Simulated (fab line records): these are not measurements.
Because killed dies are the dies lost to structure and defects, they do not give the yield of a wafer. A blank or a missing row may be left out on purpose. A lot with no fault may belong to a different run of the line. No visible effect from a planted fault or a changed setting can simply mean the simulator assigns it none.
Chamber matching    flow n5Finfet    4 sister chambers for N5_BEOL_M6_ETCH_62 on rieDiel-06
The step etches SOC in N2/H2, target depth 110 nm, overetch 22 nm, time 165 s. 14 wafers are shown with their chamber, then 7 later ones without.

== EACH WAFER AND ITS CHAMBER ==
wafer   chamber  showerheadPlenumPTorr (Torr)  throttleValvePct (%)  drypumpMotorCurrentA (A)
L075.4  3        2.65                          18.2                  6.4
L075.5  2        2.49                          17.7                  6.3
L075.6  3        2.66                          18.2                  6.5
L079.1  1        2.69                          17.2                  5.9
L079.3  0        2.41                          18.3                  4.9
L079.6  0        2.41                          18.3                  4.9
L084.2  2        2.48                          17.7                  6.3
L084.3  0        2.41                          18.3                  4.9
L084.6  3        2.65                          18.2                  6.4
L085.2  3        2.65                          18.2                  6.5
L085.5  2        2.48                          17.7                  6.2
L085.6  3        2.65                          18.2                  6.5
L089.1  0        2.41                          18.4                  4.9
L089.4  2        2.47                          17.7                  6.3

SIGNATURES (averages over the wafers above)
reading                chamber 0  chamber 1  chamber 2  chamber 3  scatter within a chamber
showerheadPlenumPTorr  2.4100     2.6900     2.4800     2.6520     0.00529
throttleValvePct       18.325     17.200     17.700     18.200     0.0274
drypumpMotorCurrentA   4.900      5.900      6.275      6.460      0.0442
Rule: a wafer lies at a distance from a chamber equal to the root of the sum of squares, over the readings, of (its reading less the chamber's mean, divided by the reading's scatter). If the next closest chamber is less than 2 further off than the closest, the wafer can't be placed; otherwise it belongs to the closest. How the scatter is found: for the shown wafers, subtract from each reading the mean of its chamber, square and add these, divide the total by (wafers less chambers), then take the root.

== WAFERS WHOSE CHAMBER IS MISSING ==
wafer   showerheadPlenumPTorr (Torr)  throttleValvePct (%)  drypumpMotorCurrentA (A)
L089.5  2.64                          18.2                  6.5
L091.2  2.40                          18.4                  4.9
L091.3  2.47                          17.7                  6.2
L091.6  2.64                          18.2                  6.4
L093.3  2.47                          17.8                  6.2
L093.4  2.47                          17.8                  6.2
L093.6  2.64                          18.2                  6.5

== THE CHAMBER EACH PASSED THROUGH ==
wafer   from the rows above  in truth
L089.5  3                    3
L091.2  0                    0
L091.3  2                    2
L091.6  3                    3
L093.3  2                    2
L093.4  2                    2
L093.6  3                    3
Correctly placed: 7 of 7. Can't be placed from these rows: 0. Placed wrongly: 0.
